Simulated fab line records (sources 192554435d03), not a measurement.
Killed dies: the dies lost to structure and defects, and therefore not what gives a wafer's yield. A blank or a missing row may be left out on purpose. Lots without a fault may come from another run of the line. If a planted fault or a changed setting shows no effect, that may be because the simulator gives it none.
A struck lot beside a sound one    flow n5 finfet    15 steps out of a route of 1938
Sound: wafers L626.1, L626.4, L626.6. Struck: wafer L635.2 (L635.3, L635.5, from the same lot, were not struck and are left out); the cause is given at the end.
For every step that has rows: the tool of each side, followed by ch and its chambers, followed by its first start. Under that, the readings that differ: sound wafers    struck wafers    difference of the means    sigmas: that difference in standard deviations of wafers without a fault.
alike: words and numbers the same on both sides, and readings whose means are apart by under 2 such deviations; not compared: readings that were withheld, readings missing a value for some wafer, numbers with overlapping values and no deviation given by the record, and bounds like >300 which may hide the same value.
A row with sigmas, a row that says differs or no value, or rows on one side alone: a step with any of these is where the two part. Numbers that don't overlap but have no deviation are shown without sigmas and don't part them. A reading missing from all wafers of one side parts the sides only when that side holds two or more wafers.

first, 8 steps without rows for these wafers: N5_BEOL_M10_COAT_63 (time 60 s, resist thk 100 nm); N5_BEOL_M10_COAT_64 (time 60 s, resist thk 30 nm); N5_BEOL_M10_COAT_22 (resist thk 90 nm); N5_BEOL_M10_EBR_24; N5_BEOL_M10_SOFTBAKE_23 (time 60 s); N5_BEOL_M10_EXPOSE_25 (exposes mask V9); N5_BEOL_M10_PEB_26 (peb time 60 s); N5_BEOL_M10_DEVELOP_27 (develop time 30 s).
N5_BEOL_M10_CD_MEAS_28: the cd target is 70 nm.
  sound on cd sem-02 ch 0, day 10 19:46; struck on cd sem-03 ch 0, day 13 12:27
  alike: cd nm
N5_BEOL_M10_OVL_MEAS_29:
  sound on overlay-02 ch 0, day 10 19:48; struck on overlay-01 ch 0, day 13 12:29
  alike: V9_OVL
N5_BEOL_M10_INSPECT_30: inspects for defects (brightfield).
  sound: defect inspect-01 at day 10 19:49; struck: defect inspect-02 at day 13 12:30
reading           sound        struck  difference  sigmas
raw defect count  510 555 463  266     -243        -2
N5_BEOL_M10_DESCUM_33: chemistry O2, time 7.9 s.
  sound on rie diel-06 ch 0,2, day 10 19:52; struck on rie diel-06 ch 1, day 13 13:49
reading                          sound           struck  difference  sigmas
showerhead plenum p Torr (Torr)  2.21 2.20 2.20  2.02    -0.18       -3
  alike: drypump motor current A, oes product au, rf vpp V, throttle valve pct
  not compared: rf hours counter h
N5_BEOL_M10_ETCH_65: etches SiARC in CF4, target depth 39 nm, time 65 s.
  sound on rie diel-06 ch 0,2, day 10 19:53; struck on rie diel-06 ch 1, day 13 13:50
reading                          sound              struck  difference  sigmas
etch rf on time s (s)            65.3 64.3 65.0     44.9    -20.0       -18
oes product au (a.u.)            0.71 0.71 0.70     0.84    +0.13       +3
rf vpp V (V)                     186.3 185.6 185.6  182.1   -3.7        -3
showerhead plenum p Torr (Torr)  2.27 2.26 2.26     2.08    -0.18       -3
  alike: drypump motor current A, throttle valve pct
  not compared: rf hours counter h
N5_BEOL_M10_ETCH_66: etches SOC in N2/H2, target depth 120 nm, overetch 24 nm, time 180 s.
  sound on rie diel-06 ch 0,2, day 10 19:56; struck on rie diel-06 ch 1, day 13 13:53
reading                          sound              struck  difference  sigmas
rf vpp V (V)                     528.3 528.4 528.1  521.8   -6.5        -3
showerhead plenum p Torr (Torr)  2.68 2.70 2.70     2.46    -0.23       -3
  alike: drypump motor current A, h2 flow sccm, n2 flow sccm, oes product au, throttle valve pct
  not compared: rf hours counter h
-- here the record skips 3 days between the struck wafers' starts before and after, leaving off in module BEOL_M10 and picking up in module PASSIVATION (first step shown: number 1936 of the route) --
N5_PASSIVATION_PROBE_49:
  sound: prober-02 at day 13 19:55; struck: prober-02 at day 16 02:32
  alike: defect limited yield, killed_at_M0_to_M3, killed_at_M4_up, killed at contacts, killed at front end, killed at other, killed dies, killed open, killed short, sort_bin_5_function, sort_bin_6_memory, sort n pass, sort yield pct

== WHERE THEY PART ==
Last at N5_BEOL_M10_ETCH_66 as far as this record goes, first at N5_BEOL_M10_INSPECT_30. Later steps at which nothing parts them and some readings are alike: N5_PASSIVATION_PROBE_49.

WHY: what the simulator had put in
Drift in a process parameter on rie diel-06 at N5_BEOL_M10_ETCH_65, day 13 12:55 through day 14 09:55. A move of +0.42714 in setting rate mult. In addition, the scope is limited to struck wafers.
